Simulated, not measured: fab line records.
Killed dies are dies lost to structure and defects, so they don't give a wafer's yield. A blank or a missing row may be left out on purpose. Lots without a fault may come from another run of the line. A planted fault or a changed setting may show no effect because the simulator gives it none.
Which of the tools did it? :: flow nand_harc :: 18 wafers from 6 lots sampled at 3 of the route's 1159 steps

## WHAT THE GAUGES READ, wafer by wafer
NHARC_P_GATE_CD_MEAS_46 targets a cd of 720 nm.
lot: L234
measured: day 5 10:23
on: cd_sem-03
cd_nm (nm): 720.5 721.8 720.3

lot: L237
measured: day 6 02:35
on: cd_sem-03
cd_nm (nm): 721.1 721.0 721.2

lot: L239
measured: day 6 16:40
on: cd_sem-02
cd_nm (nm): 721.7 720.4 721.5

lot: L242
measured: day 7 10:18
on: cd_sem-01
cd_nm (nm): 724.0 721.1 722.8

lot: L246
measured: day 8 08:39
on: cd_sem-02
cd_nm (nm): 717.9 721.8 719.0

lot: L253
measured: day 10 02:34
on: cd_sem-03
cd_nm (nm): 720.0 719.9 719.4

## TOOL THAT RAN EACH LOT (tool first, then ch and the chambers of the sampled wafers, then the start)
lot: L234
NHARC_P_ZERO_WELL_ETCH_62: rie_diel-09 ch 1,3, day 1 22:32 or earlier
NHARC_P_ZERO_WELL_IMPLANT_40: implanter-02 ch 0, day 1 22:32

lot: L237
NHARC_P_ZERO_WELL_ETCH_62: rie_diel-10 ch 0,1, day 2 16:29 or earlier
NHARC_P_ZERO_WELL_IMPLANT_40: implanter-01 ch 0, day 2 16:29

lot: L239
NHARC_P_ZERO_WELL_ETCH_62: rie_diel-07 ch 1,2,3, day 3 04:31 or earlier
NHARC_P_ZERO_WELL_IMPLANT_40: implanter-02 ch 0, day 3 04:31

lot: L242
NHARC_P_ZERO_WELL_ETCH_62: rie_diel-10 ch 0,1,2, day 3 22:12 or earlier
NHARC_P_ZERO_WELL_IMPLANT_40: implanter-01 ch 0, day 3 22:12

lot: L246
NHARC_P_ZERO_WELL_ETCH_62: rie_diel-07 ch 0,1,2, day 4 22:26 or earlier
NHARC_P_ZERO_WELL_IMPLANT_40: implanter-01 ch 0, day 4 22:26

lot: L253
NHARC_P_ZERO_WELL_ETCH_62: rie_diel-09 ch 1,2,3, day 6 16:22 or earlier
NHARC_P_ZERO_WELL_IMPLANT_40: implanter-01 ch 0, day 6 16:22
- NHARC_P_ZERO_WELL_ETCH_62: etches the open film in CHF3/Ar, target depth 13 nm, time 6.5 s.
- NHARC_P_ZERO_WELL_IMPLANT_40

## THE ANSWER, worked out from the rows above alone
Rule: usual is defined by the lots themselves. The widest of any qualifying gaps counts: lots, ordered by their means at a reading, are off when they make up no more than a third of the lots, leave a main group of 4 or more, and stand apart from it by 3 or more times the standard deviation of that group's means. A main group is skipped when, at the precision printed for the reading in the tables above, its means are all equal. Also off: a lot with no number at a reading for which 4 or more lots have one. All remaining lots with rows at the step are treated as sound.
None of the lots is off at any reading shown; this tells nothing.

## WHAT THE SIMULATOR PUT IN
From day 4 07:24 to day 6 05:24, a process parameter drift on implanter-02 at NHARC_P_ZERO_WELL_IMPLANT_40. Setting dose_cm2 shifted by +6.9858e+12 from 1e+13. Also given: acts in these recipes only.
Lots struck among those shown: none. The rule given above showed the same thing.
